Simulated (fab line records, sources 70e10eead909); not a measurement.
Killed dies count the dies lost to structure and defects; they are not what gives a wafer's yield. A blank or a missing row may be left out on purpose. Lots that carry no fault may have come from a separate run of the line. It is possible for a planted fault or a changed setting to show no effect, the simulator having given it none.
What tool caused it? ; flow nand_harc ; Sampling: 24 lots, 72 wafers, 4 of 1302 route steps

WHAT THE GAUGES SHOWED, per wafer
NHARC_P_M0_CD_MEAS_09: the cd target is 90 nm.
lot;measured;on;cd_nm (nm)
L074;day 6 06:07;cd_sem-03;89.7 89.6 89.6
L075;day 6 09:35;cd_sem-01;89.1 89.6 90.0
L076;day 6 16:11;cd_sem-02;90.0 89.9 90.1
L077;day 7 10:58;cd_sem-03;89.7 89.9 90.2
L078;day 7 23:14;cd_sem-03;90.2 89.4 89.6
L079;day 8 05:43;cd_sem-03;90.2 89.4 90.2
L080;day 8 13:44;cd_sem-01;89.9 88.7 90.0
L081;day 9 06:22;cd_sem-01;90.3 90.1 90.7
L082;day 9 10:48;cd_sem-01;90.2 89.9 89.7
L083;day 9 19:45;cd_sem-02;90.0 90.7 90.2
L084;day 10 01:49;cd_sem-01;90.8 90.5 90.5
L085;day 10 16:35;cd_sem-03;89.0 89.1 89.5
L086;day 11 05:26;cd_sem-01;90.4 90.4 90.8
L087;day 12 05:11;cd_sem-02;89.4 89.7 89.1
L089;day 12 06:55;cd_sem-03;90.4 90.0 90.4
L088;day 12 07:09;cd_sem-02;90.1 89.9 89.6
L090;day 12 22:38;cd_sem-01;90.0 89.5 89.4
L091;day 13 06:06;cd_sem-02;89.6 89.8 90.7
L092;day 13 12:25;cd_sem-02;90.6 90.2 90.4
L093;day 14 03:52;cd_sem-02;89.4 89.2 89.6
L094;day 14 08:16;cd_sem-03;89.5 89.5 89.4
L095;day 14 16:32;cd_sem-02;91.2 90.0 90.7
L097;day 15 11:27;cd_sem-02;89.6 90.8 90.2
L096;day 15 12:19;cd_sem-02;89.1 89.1 89.1

NHARC_P_M0_THK_MEAS_24: measures by xrf.
lot;measured;on;thk_nm (nm)
L074;day 6 08:55;film_metro-01;118.5 117.1 116.7
L075;day 6 12:10;film_metro-01;118.0 115.6 117.6
L076;day 6 18:44;film_metro-01;118.5 119.3 117.0
L077;day 7 13:29;film_metro-01;117.3 117.6 118.0
L078;day 8 01:46;film_metro-01;116.8 117.6 118.0
L079;day 8 08:31;film_metro-01;117.8 116.1 117.3
L080;day 8 16:14;film_metro-01;117.1 119.2 120.0
L081;day 9 08:52;film_metro-01;118.7 116.8 120.2
L082;day 9 13:18;film_metro-01;118.5 120.7 120.2
L083;day 9 22:29;film_metro-01;118.8 118.4 117.6
L084;day 10 04:20;film_metro-02;120.1 120.5 118.2
L085;day 10 19:05;film_metro-02;119.6 116.3 118.0
L086;day 11 08:07;film_metro-02;115.4 117.8 115.5
L087;day 12 07:47;film_metro-02;116.5 117.7 119.2
L089;day 12 09:31;film_metro-02;117.9 117.4 118.2
L088;day 12 09:41;film_metro-01;116.2 117.4 117.3
L090;day 13 01:16;film_metro-01;115.4 116.9 119.9
L091;day 13 08:36;film_metro-01;119.1 118.4 117.0
L092;day 13 14:58;film_metro-02;119.2 117.2 117.8
L093;day 14 06:22;film_metro-01;120.6 117.0 115.8
L094;day 14 10:48;film_metro-01;120.2 120.2 120.6
L095;day 14 19:04;film_metro-01;116.6 114.0 119.2
L097;day 15 13:57;film_metro-01;119.1 116.8 117.9
L096;day 15 14:59;film_metro-01;116.4 116.0 118.3

WHICH TOOL RAN EACH LOT (tool, then ch and the chambers of the sampled wafers, then the start)
lot;NHARC_P_CONTACT_DEP_00;NHARC_P_CONTACT_CMP_01
L074;pecvd-01 ch 0,1,2, day 6 01:08 or earlier;cmp-02 ch 0,2, day 6 01:08
L075;pecvd-01 ch 0,1,2, day 6 04:43 or earlier;cmp-02 ch 0,1,2, day 6 04:43
L076;pecvd-03 ch 0,2, day 6 11:21 or earlier;cmp-03 ch 0,1, day 6 11:21
L077;pecvd-03 ch 0,1,2, day 7 05:57 or earlier;cmp-01 ch 0,2,3, day 7 05:57
L078;pecvd-01 ch 0,1,2, day 7 18:18 or earlier;cmp-01 ch 1,2,3, day 7 18:18
L079;pecvd-03 ch 1,2, day 8 00:43 or earlier;cmp-03 ch 0,2, day 8 00:43
L080;pecvd-01 ch 1,2, day 8 08:52 or earlier;cmp-01 ch 1,2,3, day 8 08:52
L081;pecvd-04 ch 1,2, day 9 01:17 or earlier;cmp-01 ch 0,1,3, day 9 01:17
L082;pecvd-04 ch 0,2, day 9 05:37 or earlier;cmp-03 ch 1,2,3, day 9 05:37
L083;pecvd-04 ch 0,2, day 9 14:54 or earlier;cmp-01 ch 0,1, day 9 14:54
L084;pecvd-01 ch 0,1, day 9 20:58 or earlier;cmp-02 ch 0,2, day 9 20:58
L085;pecvd-01 ch 1,2, day 10 11:35 or earlier;cmp-02 ch 0,1,2, day 10 11:35
L086;pecvd-04 ch 0,1, day 11 00:22 or earlier;cmp-02 ch 1,3, day 11 00:22
L087;pecvd-03 ch 0,2, day 12 00:22 or earlier;cmp-01 ch 2,3, day 12 00:22
L089;pecvd-01 ch 1,2, day 12 01:41 or earlier;cmp-01 ch 0,2,3, day 12 01:41
L088;pecvd-03 ch 0,1,2, day 12 01:52 or earlier;cmp-01 ch 0,3, day 12 01:52
L090;pecvd-01 ch 0,2, day 12 17:44 or earlier;cmp-01 ch 0,2,3, day 12 17:44
L091;pecvd-03 ch 0,2, day 13 01:07 or earlier;cmp-03 ch 1,3, day 13 01:07
L092;pecvd-04 ch 0,1,2, day 13 07:23 or earlier;cmp-02 ch 2,3, day 13 07:23
L093;pecvd-01 ch 0, day 13 22:14;cmp-02 ch 1,3, day 13 22:50
L094;pecvd-03 ch 0,1,2, day 14 03:16 or earlier;cmp-02 ch 0,1,3, day 14 03:16
L095;pecvd-04 ch 1,2, day 14 11:34 or earlier;cmp-01 ch 1,3, day 14 11:34
L097;pecvd-04 ch 0,2, day 15 06:39 or earlier;cmp-01 ch 0,1,2, day 15 06:39
L096;pecvd-01 ch 0,1, day 15 07:23 or earlier;cmp-01 ch 1,2,3, day 15 07:23
- NHARC_P_CONTACT_DEP_00: deposits SiO2, target thk 500 nm.
- NHARC_P_CONTACT_CMP_01: polishes SiO2, target thk 200 nm.

WHAT THE TOOLS THEMSELVES READ (means of the sampled wafers that have a number; where no wafer has one, the mark that the record gives instead)
NHARC_P_CONTACT_DEP_00.
lot;tool;chamber_pressure_Torr (Torr);heater_power_w (W);susceptor_temp_C (C);throttle_valve_pct (%)
L074;pecvd-01;6.506;556;400.19;16.1
L075;pecvd-01;6.500;519;399.98;16.0
L076;pecvd-03;6.498;598;399.93;16.6
L077;pecvd-03;6.504;597;399.86;16.2
L078;pecvd-01;6.501;478;399.89;15.9
L079;pecvd-03;6.493;529;400.01;16.3
L080;pecvd-01;6.500;480;399.86;16.2
L081;pecvd-04;6.497;455;399.69;15.8
L082;pecvd-04;6.490;561;399.66;15.6
L083;pecvd-04;6.500;470;400.06;16.0
L084;pecvd-01;6.508;507;399.91;16.4
L085;pecvd-01;6.510;500;400.06;15.9
L086;pecvd-04;6.490;566;400.03;15.3
L087;pecvd-03;6.510;655;400.09;16.1
L089;pecvd-01;6.483;462;400.04;15.9
L088;pecvd-03;6.500;581;399.90;16.0
L090;pecvd-01;6.515;534;399.80;15.9
L091;pecvd-03;6.512;559;400.02;16.8
L092;pecvd-04;6.496;526;400.12;15.3
L093;pecvd-01;6.491;557;400.21;16.1
L094;pecvd-03;6.506;550;400.12;16.0
L095;pecvd-04;6.489;555;399.98;15.4
L097;pecvd-04;6.504;566;399.95;15.6
L096;pecvd-01;6.499;562;400.24;16.0

NHARC_P_CONTACT_CMP_01.
lot;tool;edge_zone_pressure_frac;motor_current_A (A)
L074;cmp-02;1.004;12.8
L075;cmp-02;1.003;12.6
L076;cmp-03;0.997;12.2
L077;cmp-01;1.002;11.5
L078;cmp-01;1.000;12.1
L079;cmp-03;1.000;12.1
L080;cmp-01;1.001;11.6
L081;cmp-01;0.998;12.4
L082;cmp-03;0.997;13.5
L083;cmp-01;0.998;12.3
L084;cmp-02;0.999;13.7
L085;cmp-02;1.003;12.4
L086;cmp-02;1.000;12.8
L087;cmp-01;0.997;12.3
L089;cmp-01;0.997;11.5
L088;cmp-01;1.000;12.2
L090;cmp-01;0.997;11.8
L091;cmp-03;0.997;14.1
L092;cmp-02;1.001;13.5
L093;cmp-02;1.001;12.4
L094;cmp-02;0.996;12.2
L095;cmp-01;1.005;12.3
L097;cmp-01;1.002;11.5
L096;cmp-01;0.999;11.7

THE ANSWER, worked out from the rows above alone
Rule: usual is defined by the lots themselves. Put in order of their means at a reading, lots are off if they are a third of the lots or fewer, leave a main group of 4 or more, and stand apart from it by a gap of 3 or more times the standard deviation of the main group's means; of several such gaps the widest counts. A main group is skipped when, at the precision printed for the reading in the tables above, its means are all equal. Also off: a lot with no number at a reading for which 4 or more lots have one. Any other lot the step has rows for is counted as sound. After the gauges, taken in route order, come the tools' own readings; for these a lot's mean is taken, as printed above. The first step at which some lot is off is used, and at that step the reading that is off furthest; a lot without a number counts as furthest.
Nothing can be told from this: no lot is off at any reading shown.

WHAT THE SIMULATOR PUT IN
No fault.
